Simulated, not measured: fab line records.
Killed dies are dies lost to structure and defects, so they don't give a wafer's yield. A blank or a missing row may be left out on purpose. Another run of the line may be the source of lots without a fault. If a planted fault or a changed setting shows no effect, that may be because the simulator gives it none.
fab line records    flow n5_finfet
[record] lots = 7  wafers = 21
route steps=1938 shown BEOL_M8@1359 BEOL_M9@1428 BEOL_M10@1509 BEOL_M11@1573
start_h: the number of hours between the record's first day and the start of the first shown wafer of the lot    wait_h: hours elapsed since this lot's preceding step    " identical to the entry in the row above    L1.1+2: a row that stands for several wafers    - value missing, or start not given    * or withheld: withheld    < > ~ a bound
route shown NAME@n: a module of which the file shows steps, and the number in the route of the first    usual: mean and standard deviation over wafers with no fault    same: alike in all rows    chamber/n: place in a boat    sites: each site's reading    _std_site: their standard deviation    _edge_site: inner sites' mean taken away from outer sites' mean    radius_mm: how far each site lies from the wafer's centre    mask NAME#n: copy n    behind: the last tool/chamber to shape the wafer    hold: cause of the lot's hold/its duration in hours/its outcome    device: names the non-switching transistor (n, p or np)    end of line: the same wafers' tests at the end of the route    for a step that has no rows: nothing shown but its recipe    killed: dies that structure and defects cost at the first sort, which is not the same as the wafer's yield    map: dies across one wafer; x = killed, . = not, _ = none there
set.NAME: the setting as run; set.NAME@STEP: as run at that earlier step    model.NAME: the simulator's own value behind a step, which no gauge read
lots with deliberately changed settings; one table per step, one row per wafer
[[steps]]
[step N5_BEOL_M8_COAT_22]
[recipe] resist = CAR-EUV  spin_rpm = 1500  resist_thk_nm = 30
lot.wafer   tool            chamber  start_h  wait_h  set.spin_rpm  model.CAR-EUV_of_BEOL_M8_COAT_22.thk_nm
L074.2+3+6  litho_track-04  0        -        -       1500          30.2
L075.3+4+6  litho_track-05  0        -        -       1500          30
L083.3      litho_track-05  0        -        -       1500          30
L083.4+5    "               0        "        "       1454          30.4
L087.4+6    litho_track-04  0        -        -       1615          28.8
L087.5      "               0        "        "       1500          30
L086.1+2+4  litho_track-02  0        -        -       1500          30
L091.2      litho_track-02  0        -        -       1500          30
L091.3+5    "               0        "        "       1581          29.2
L093.3+5+6  litho_track-04  0        -        -       1500          30.2
[step N5_BEOL_M8_EBR_24]
[recipe] solvent = PGMEA  ebr_width_mm = 1.5
[step N5_BEOL_M8_SOFTBAKE_23]
[recipe] temp_c = 110  time_s = 60  resist = CAR-EUV
[step N5_BEOL_M8_DESCUM_33]
[recipe] chemistry = O2  time_s = 7  source_power_w = 50  bias_power_w = 20  pressure_mtorr = 20  rf_frequency_hz = 2.712e+07  temp_c = 40  resist = CAR-EUV  o2_flow_sccm = 225
[step N5_BEOL_M8_ETCH_72]
[recipe] chemistry = N2/H2  target = underlayer  target_depth_a = 65  mask_material = CAR-EUV  time_s = 5.2  ion_energy_ev = 200  pressure_mtorr = 30  source_w = 840  bias_w = 150  n2_flow_sccm = 200  h2_flow_sccm = 200  ends = cleared
lot.wafer   tool         chamber  start_h  wait_h  set.spin_rpm@BEOL_M8_COAT_22  model.CAR-EUV_of_BEOL_M8_COAT_22.thk_nm
L074.2+3+6  rie_diel-03  3,2,2    208.24   0.0     1500                          20.6
L075.3+4+6  rie_diel-01  1,3,3    209.18   0.0     1500                          20.4
L083.3      rie_diel-01  3        252.66   0.0     1500                          20.4
L083.4+5    "            1,0      "        "       1454                          20.8
L087.4+6    rie_diel-01  1,2      271.99   0.0     1615                          19.2
L087.5      "            1        "        "       1500                          20.2
L086.1+2+4  rie_diel-03  1,3,0    282.53   0.0     1500                          20.4
L091.2      rie_diel-05  0        296.83   0.0     1500                          20.4
L091.3      "            3        "        "       1581                          19.4
L091.5      "            0        "        "       1581                          19.6
L093.3      rie_diel-03  0        311.43   0.0     1500                          20.4
L093.5+6    "            2,1      "        "       1500                          20.6
[step N5_BEOL_M8_ETCH_65]
[recipe] chemistry = CF4  target = SiARC  target_depth_a = 156  mask_material = CAR-EUV  time_s = 26  ion_energy_ev = 80  pressure_mtorr = 40  source_w = 545  bias_w = 36  Ar_flow_sccm = 100  cf4_flow_sccm = 100  ends = cleared
[step N5_BEOL_M8_ETCH_66]
[recipe] chemistry = N2/H2  target = SOC  target_depth_a = 800  overetch_a = 160  mask_material = SiARC  temp_c = 40  time_s = 120  ion_energy_ev = 200  pressure_mtorr = 30  source_w = 840  bias_w = 150  n2_flow_sccm = 200  h2_flow_sccm = 200
[step N5_BEOL_M8_STRIP_80]
[recipe] chemistry = N2/H2  time_s = 10  power_w = 450  temp_c = 40  pressure_mtorr = 20  rf_frequency_hz = 6e+07  bias_power_w = 7  n2_flow_sccm = 200  h2_flow_sccm = 200
[step N5_BEOL_M8_HM_STRIP_39]
[recipe] chemistry = peroxide_tin_strip  material = TiN  target_depth_a = 250  temp_c = 50  time_s = 158
lot.wafer   tool          chamber  start_h  wait_h  set.temp_c@BEOL_M8_PECVD_70  model.SiO2_of_BEOL_M8_PECVD_70.thk_nm
L074.2      wet_bench-04  6        208.66   0.0     400                          19.8
L074.3      "             1        "        "       382.7                        22.2
L074.6      "             7        "        "       382.7                        22.6
L075.3      wet_bench-04  2        209.61   0.0     408.1                        19
L075.4      "             1        "        "       400                          20
L075.6      "             6        "        "       408.1                        18.8
L083.3      wet_bench-06  1        253.10   0.0     415.3                        17.4
L083.4      "             0        "        "       400                          19.6
L083.5      "             6        "        "       400                          19.8
L087.4      wet_bench-04  6        272.43   0.0     414.4                        18.2
L087.5      "             3        "        "       400                          20
L087.6      "             5        "        "       414.4                        18
L086.1      wet_bench-06  1        282.96   0.0     400                          19.8
L086.2      "             6        "        "       400                          19.6
L086.4      "             3        "        "       400                          20.2
L091.2+3+5  wet_bench-03  0,3,5    297.44   0.0     400                          19.6
L093.3+5+6  wet_bench-04  5,0,2    311.86   0.0     400                          19.8
[step N5_BEOL_M9_COAT_22]
[recipe] resist = CAR-EUV  spin_rpm = 1500  resist_thk_nm = 30
lot.wafer  tool            chamber  start_h  wait_h  set.spin_rpm  model.CAR-EUV_of_BEOL_M9_COAT_22.thk_nm
L075.3     litho_track-03  0        -        -       1396          31.2
L075.4+6   "               0        "        "       1500          30.2
L074.2+6   litho_track-04  0        -        -       1500          29.8
L074.3     "               0        "        "       1394          31
L083.3+4   litho_track-04  0        -        -       1500          30
L083.5     "               0        "        "       1570          29.4
L087.4+6   litho_track-04  0        -        -       1500          30
L087.5     "               0        "        "       1358          31.4
L086.1+2   litho_track-03  0        -        -       1586          29.2
L086.4     "               0        "        "       1500          30.2
L091.2+5   litho_track-01  0        -        -       1500          30
L091.3     "               0        "        "       1662          28.4
L093.3+6   litho_track-01  0        -        -       1500          30
L093.5     "               0        "        "       1500          30.2
[step N5_BEOL_M9_ETCH_66]
[recipe] chemistry = N2/H2  target = SOC  target_depth_a = 800  overetch_a = 160  mask_material = SiARC  temp_c = 40  time_s = 120  ion_energy_ev = 200  pressure_mtorr = 30  source_w = 840  bias_w = 150  n2_flow_sccm = 200  h2_flow_sccm = 200
lot.wafer  tool         chamber  start_h  wait_h  set.time_s  model.SiARC_of_BEOL_M9_COAT_64.thk_nm
L075.3     rie_diel-02  2        217.88   0.0     131.1       6
L075.4     "            0        "        "       120         6.2
L075.6     "            3        "        "       131.1       5.8
L074.2+3   rie_diel-06  1,2      218.41   0.0     120         6.4
L074.6     "            3        "        "       96.79       7.6
L083.3     rie_diel-06  2        259.55   0.0     144.4       5.4
L083.4+5   "            0        "        "       144.4       5.6
L087.4     rie_diel-06  2        280.27   0.0     120         6.6
L087.5+6   "            1,3      "        "       120         6.4
L086.1     rie_diel-02  0        293.16   0.0     111.8       6.6
L086.2     "            2        "        "       111.8       7
L086.4     "            3        "        "       120         6.4
L091.2     rie_diel-04  1        308.60   0.0     108.3       7
L091.3     "            2        "        "       120         6.2
L091.5     "            1        "        "       120         6.4
L093.3+6   rie_diel-04  3,0      318.31   0.0     120         6.4
L093.5     "            2        "        "       120         6.2
[step N5_BEOL_M10_VIA_ETCH_34]
[recipe] chemistry = C4F6/O2  target = SiCOH_lowk  target_depth_a = 1845  mask_material = SOC  taper_deg = 4  time_s = 69.2  ion_energy_ev = 250  pressure_mtorr = 30  source_w = 345  bias_w = 185  Ar_flow_sccm = 300  C4F6_flow_sccm = 10  O2_flow_sccm = 10
lot.wafer  tool         chamber  start_h  wait_h  set.time_s  model.etch.depth_nm  model.SOC_of_BEOL_M10_COAT_63.thk_nm
L075.3     rie_diel-05  0        226.35   0.0     69.2        180.8                92.2
L075.4     "            2        "        "       69.2        178.8                92.6
L075.6     "            2        "        "       59.33       154.4                93.4
L074.2     rie_diel-05  3        228.19   0.0     74.15       198.7                91.2
L074.3     "            2        "        "       74.15       193.6                92
L074.6     "            0        "        "       69.2        184                  92
L083.3     rie_diel-05  3        268.60   0.0     79.97       212.4                90.6
L083.4     "            3        "        "       69.2        183.6                92
L083.5     "            0        "        "       79.97       210.9                90.4
L087.4     rie_diel-05  1        288.05   0.0     64.54       171.6                92.4
L087.5     "            2        "        "       64.54       172                  92
L087.6     "            1        "        "       69.2        183.5                91.8
L086.1     rie_diel-05  2        299.36   0.0     69.2        184.2                92.2
L086.2     "            0        "        "       69.2        180.8                92.2
L086.4     "            0        "        "       69.2        181.2                92.4
L091.2     rie_diel-01  1        316.65   0.0     64.53       177.1                92.4
L091.3     "            2        "        "       69.2        185                  92
L091.5     "            2        "        "       64.53       172.8                92.8
L093.3     rie_diel-03  3        324.98   0.0     69.2        184.8                92.6
L093.5     "            2        "        "       69.2        190.6                92.4
L093.6     "            3        "        "       69.2        185.8                92.4
[step N5_BEOL_M10_TRENCH_ETCH_37]
[recipe] chemistry = C4F6/O2  target_depth_a = 1488.3  target = SiCOH_lowk  time_s = 48  ion_energy_ev = 250  pressure_mtorr = 30  source_w = 345  bias_w = 185  Ar_flow_sccm = 300  C4F6_flow_sccm = 10  O2_flow_sccm = 10
[usual] rf_vpp_V = 670/11
lot.wafer  tool         chamber  start_h  wait_h  set.source_w  rf_vpp_V  model.etch.depth_nm  model.BEOL_M10.feature_depth_nm
L075.3     rie_diel-05  0        -        -       398.3         628       153.2                153.2
L075.4     "            2        "        "       345           667       143                  143
L075.6     "            2        "        "       345           667       143.9                143.8
L074.2     rie_diel-05  3        -        -       345           649       148.3                148.2
L074.3     "            2        "        "       290.1         729       134.7                134.8
L074.6     "            0        "        "       290.1         740       136                  136
L083.3     rie_diel-05  3        -        -       345           650       148.6                148.6
L083.4     "            3        "        "       345           651       149.6                149.6
L083.5     "            0        "        "       345           677       146.7                146.6
L087.4     rie_diel-05  1        -        -       320.1         690       143.8                143.8
L087.5     "            2        "        "       345           667       148.3                148.2
L087.6     "            1        "        "       320.1         688       142.3                142.2
L086.1     rie_diel-05  2        -        -       376.4         637       154.1                154
L086.2     "            0        "        "       376.4         646       150.5                150.4
L086.4     "            0        "        "       345           677       146.8                146.8
L091.2     rie_diel-01  1        -        -       345           662       153.3                153.2
L091.3     "            2        "        "       345           666       150.3                150.4
L091.5     "            2        "        "       345           666       149.4                149.4
L093.3     rie_diel-03  3        -        -       345           677       150.1                150
L093.5     "            2        "        "       345           687       154.4                154.4
L093.6     "            3        "        "       345           676       148.9                148.8
[step N5_BEOL_M10_ETCH_41]
[recipe] chemistry = CH3F/O2  target = SiCN  target_depth_a = 426  taper_deg = 2  time_s = 86  ion_energy_ev = 120  mask_material = TiN  pressure_mtorr = 30  source_w = 395  bias_w = 75  Ar_flow_sccm = 150  CH3F_flow_sccm = 30  O2_flow_sccm = 20
[step N5_BEOL_M10_STRIP_77]
[recipe] chemistry = N2/H2  time_s = 10  power_w = 450  temp_c = 40  pressure_mtorr = 20  rf_frequency_hz = 6e+07  bias_power_w = 7  n2_flow_sccm = 200  h2_flow_sccm = 200
[step N5_BEOL_M10_OCD_MEAS_38]
[usual] trench_depth_nm = 149.8/2.8
lot.wafer  tool    chamber  start_h  wait_h  set.source_w@BEOL_M10_TRENCH_ETCH_37  trench_depth_nm
L075.3     ocd-02  -        226.63   -       398.3                                 153.3
L075.4     "       -        "        "       345                                   143.3
L075.6     "       -        "        "       345                                   143.4
L074.2     ocd-01  -        228.48   -       345                                   148.4
L074.3     "       -        "        "       290.1                                 134.3
L074.6     "       -        "        "       290.1                                 135.6
L083.3     ocd-01  -        268.89   -       345                                   148.7
L083.4     "       -        "        "       345                                   149.7
L083.5     "       -        "        "       345                                   146.9
L087.4     ocd-02  -        288.34   -       320.1                                 144.3
L087.5     "       -        "        "       345                                   148.4
L087.6     "       -        "        "       320.1                                 142.1
L086.1     ocd-01  -        299.64   -       376.4                                 154.6
L086.2     "       -        "        "       376.4                                 150.9
L086.4     "       -        "        "       345                                   146.6
L091.2     ocd-01  -        316.93   -       345                                   153.2
L091.3     "       -        "        "       345                                   150.0
L091.5     "       -        "        "       345                                   149.3
L093.3     ocd-02  -        325.27   -       345                                   150.1
L093.5     "       -        "        "       345                                   154.3
L093.6     "       -        "        "       345                                   148.8
[step N5_BEOL_M10_HM_STRIP_39]
[recipe] chemistry = peroxide_tin_strip  material = TiN  target_depth_a = 250  temp_c = 50  time_s = 158
[step N5_BEOL_M10_SRD_40]
[recipe] time_s = 30  temp_c = 23  rinse_liquid = diw  dry = ipa_marangoni
[step N5_BEOL_M10_ECD_50]
[recipe] material = Cu  target_thk_a = 3180
[step N5_BEOL_M10_ANNEAL_51]
[recipe] temp_c = 225  time_s = 90  ambient = N2
[step N5_BEOL_M10_CMP_52]
[recipe] stop_on = SiCOH_lowk  t_overpolish_s = 7  down_force_psi = 1  platen_rpm = 50  clearing_platen_down_force_psi = 1.5  clearing_platen_rpm = 50  post_cmp_clean = cu_alkaline  target_thk_nm = 140  clearing_platen_pad_velocity_m_s = 0.99484  pad_velocity_m_s = 0.99484
lot.wafer  tool    chamber  start_h  wait_h  set.source_w@BEOL_M10_TRENCH_ETCH_37  model.Cu_of_BEOL_M10_ECD_50.thk_nm
L075.4     cmp-02  1        230.26   0.1     345                                   135.2
L075.3     "       3        "        "       398.3                                 145
L075.6     "       2        "        "       345                                   135
L074.3     cmp-04  2        231.45   0.2     290.1                                 126
L074.2     "       0        "        "       345                                   140.2
L074.6     "       2        "        "       290.1                                 125.8
L083.4     cmp-02  3        271.32   0.2     345                                   139.6
L083.3     "       0        "        "       345                                   138.8
L083.5     "       3        "        "       345                                   138.4
L087.4     cmp-02  2        290.53   0.2     320.1                                 133.2
L087.5     "       1        "        "       345                                   141.4
L087.6     "       2        "        "       320.1                                 132.2
L086.1     cmp-02  0        302.97   0.3     376.4                                 145
L086.4     "       1        "        "       345                                   139.4
L086.2     "       2        "        "       376.4                                 140.6
L091.3     cmp-01  1        318.90   0.2     345                                   141.4
L091.2     "       0        "        "       345                                   144.2
L091.5     "       1        "        "       345                                   140
L093.3     cmp-04  2        327.98   0.2     345                                   141.2
L093.5     "       2        "        "       345                                   143.6
L093.6     "       3        "        "       345                                   139.4
[step N5_BEOL_M10_THK_MEAS_53]
[recipe] thk_meas_gauge = xrf  reads = Cu_of_BEOL_M10_ECD_50
[usual] M10_THK = 141/3.2
lot.wafer  tool           chamber  start_h  wait_h  set.source_w@BEOL_M10_TRENCH_ETCH_37  M10_THK[nm]
L075.3     film_metro-02  -        230.55   -       398.3                                 145
L075.4     "              -        "        "       345                                   135
L075.6     "              -        "        "       345                                   135
L074.2     film_metro-01  -        231.70   -       345                                   141
L074.3     "              -        "        "       290.1                                 126
L074.6     "              -        "        "       290.1                                 127
L083.3     film_metro-01  -        271.58   -       345                                   138
L083.4     "              -        "        "       345                                   139
L083.5     "              -        "        "       345                                   138
L087.4     film_metro-01  -        290.79   -       320.1                                 131
L087.5     "              -        "        "       345                                   139
L087.6     "              -        "        "       320.1                                 130
L086.1     film_metro-02  -        303.23   -       376.4                                 145
L086.2     "              -        "        "       376.4                                 141
L086.4     "              -        "        "       345                                   139
L091.2     film_metro-02  -        319.20   -       345                                   144
L091.3     "              -        "        "       345                                   141
L091.5     "              -        "        "       345                                   140
L093.3     film_metro-01  -        328.28   -       345                                   141
L093.5     "              -        "        "       345                                   144
L093.6     "              -        "        "       345                                   138
[step N5_BEOL_M10_PRE_CLEAN_55]
[recipe] gas = NH3  time_s = 15  temp_c = withheld  rf_power_w = 300
[step N5_BEOL_M10_DEP_56]
[recipe] material = SiCN  target_thk_a = 150  temp_c = withheld  precursor = 3MS/NH3  pressure_torr = 3  rf_w = 202  time_s = 26.5
[step N5_BEOL_M10_RS_MEAS_57]
[recipe] thk_meas_gauge = four-point-probe  reads = Cu_of_BEOL_M10_ECD_50+Co_of_BEOL_M10_CVD_75+TaN_of_BEOL_M10_ALD_74
[usual] M10_RS = 0.149/0.0035
lot.wafer  tool           chamber  start_h  wait_h  set.source_w@BEOL_M10_TRENCH_ETCH_37  M10_RS[ohm/sq]
L075.3     film_metro-02  -        230.69   0.1     398.3                                 0.145
L075.4     "              -        "        "       345                                   0.156
L075.6     "              -        "        "       345                                   0.157
L074.2     film_metro-01  -        231.84   0.1     345                                   0.150
L074.3     "              -        "        "       290.1                                 0.169
L074.6     "              -        "        "       290.1                                 0.170
L083.3     film_metro-01  -        271.72   0.1     345                                   0.152
L083.4     "              -        "        "       345                                   0.151
L083.5     "              -        "        "       345                                   0.153
L087.4     film_metro-01  -        290.92   0.0     320.1                                 0.159
L087.5     "              -        "        "       345                                   0.149
L087.6     "              -        "        "       320.1                                 0.160
L086.1     film_metro-02  -        303.36   0.1     376.4                                 0.145
L086.2     "              -        "        "       376.4                                 0.150
L086.4     "              -        "        "       345                                   0.151
L091.2     film_metro-02  -        319.33   0.1     345                                   0.146
L091.3     "              -        "        "       345                                   0.149
L091.5     "              -        "        "       345                                   0.150
L093.3     film_metro-01  -        328.41   0.1     345                                   0.149
L093.5     "              -        "        "       345                                   0.146
L093.6     "              -        "        "       345                                   0.151
[step N5_BEOL_M11_ETCH_66]
[recipe] chemistry = N2/H2  target = SOC  target_depth_a = 1200  overetch_a = 240  mask_material = SiARC  temp_c = 40  time_s = 180  ion_energy_ev = 200  pressure_mtorr = 30  source_w = 840  bias_w = 150  n2_flow_sccm = 200  h2_flow_sccm = 200
lot.wafer  tool         chamber  start_h  wait_h  set.time_s  model.SiARC_of_BEOL_M11_COAT_64.thk_nm
L075.3     rie_diel-06  0        234.07   0.0     164.3       23.8
L075.4+6   "            3        "        "       180         23
L074.2     rie_diel-06  1        236.09   0.0     198.4       22
L074.3     "            0        "        "       180         23
L074.6     "            2        "        "       180         22.8
L083.3     rie_diel-06  3        277.75   0.0     157.8       23.8
L083.4+5   "            1,2      "        "       180         22.8
L087.4     rie_diel-06  0        296.65   0.0     180         23
L087.5+6   "            2,3      "        "       159         23.6
L086.1     rie_diel-02  0        309.74   0.0     204.2       22
L086.2     "            3        "        "       180         22.8
L086.4     "            1        "        "       204.2       22.2
L091.2+5   rie_diel-04  3,2      325.42   0.0     180         22.8
L091.3     "            2        "        "       180         22.6
L093.3+5   rie_diel-06  0        334.06   0.0     180         23
L093.6     "            1        "        "       180         22.8
[[key]]
[split] step = N5_BEOL_M8_COAT_22  setting = spin_rpm  stated = 1500  by = wafer
[response] step = N5_BEOL_M8_COAT_22  reading = model.CAR-EUV_of_BEOL_M8_COAT_22.thk_nm  change = -0.151  per = 1%  r = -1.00
[response] step = N5_BEOL_M8_ETCH_72  reading = model.CAR-EUV_of_BEOL_M8_COAT_22.thk_nm  change = -0.141  per = 1%  r = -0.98
[split] step = N5_BEOL_M9_COAT_22  setting = spin_rpm  stated = 1500  by = wafer
[response] step = N5_BEOL_M9_COAT_22  reading = model.CAR-EUV_of_BEOL_M9_COAT_22.thk_nm  change = -0.152  per = 1%  r = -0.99
[split] step = N5_BEOL_M9_ETCH_66  setting = time_s  stated = 120  by = wafer
[response] step = N5_BEOL_M9_ETCH_66  reading = model.SiARC_of_BEOL_M9_COAT_64.thk_nm  change = -0.0591  per = 1%  r = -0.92
[split] step = N5_BEOL_M10_VIA_ETCH_34  setting = time_s  stated = 69.2  by = wafer
[response] step = N5_BEOL_M10_VIA_ETCH_34  reading = model.etch.depth_nm  change = +1.75  per = 1%  r = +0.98
[response] step = N5_BEOL_M10_VIA_ETCH_34  reading = model.SOC_of_BEOL_M10_COAT_63.thk_nm  change = -0.0803  per = 1%  r = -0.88
[split] step = N5_BEOL_M10_TRENCH_ETCH_37  setting = source_w  stated = 345  by = wafer
[response] step = N5_BEOL_M10_TRENCH_ETCH_37  reading = rf_vpp_V  change = -3.9  per = 1%  r = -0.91
[response] step = N5_BEOL_M10_TRENCH_ETCH_37  reading = model.etch.depth_nm  change = +0.707  per = 1%  r = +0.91
[response] step = N5_BEOL_M10_TRENCH_ETCH_37  reading = model.BEOL_M10.feature_depth_nm  change = +0.705  per = 1%  r = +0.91
[response] step = N5_BEOL_M10_OCD_MEAS_38  reading = trench_depth_nm  change = +0.734  per = 1%  r = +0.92
[response] step = N5_BEOL_M10_CMP_52  reading = model.Cu_of_BEOL_M10_ECD_50.thk_nm  change = +0.757  per = 1%  r = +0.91
[response] step = N5_BEOL_M10_THK_MEAS_53  reading = M10_THK  change = +0.786  per = 1%  r = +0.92
[response] step = N5_BEOL_M10_RS_MEAS_57  reading = M10_RS  change = -0.000958  per = 1%  r = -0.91
[split] step = N5_BEOL_M11_ETCH_66  setting = time_s  stated = 180  by = wafer
[response] step = N5_BEOL_M11_ETCH_66  reading = model.SiARC_of_BEOL_M11_COAT_64.thk_nm  change = -0.0692  per = 1%  r = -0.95
split outside_this_file step=N5_BEOL_M8_PECVD_70 setting=temp_c
// split outside_this_file: this setting was split too, and the file shows its column; the key of that split is in another file
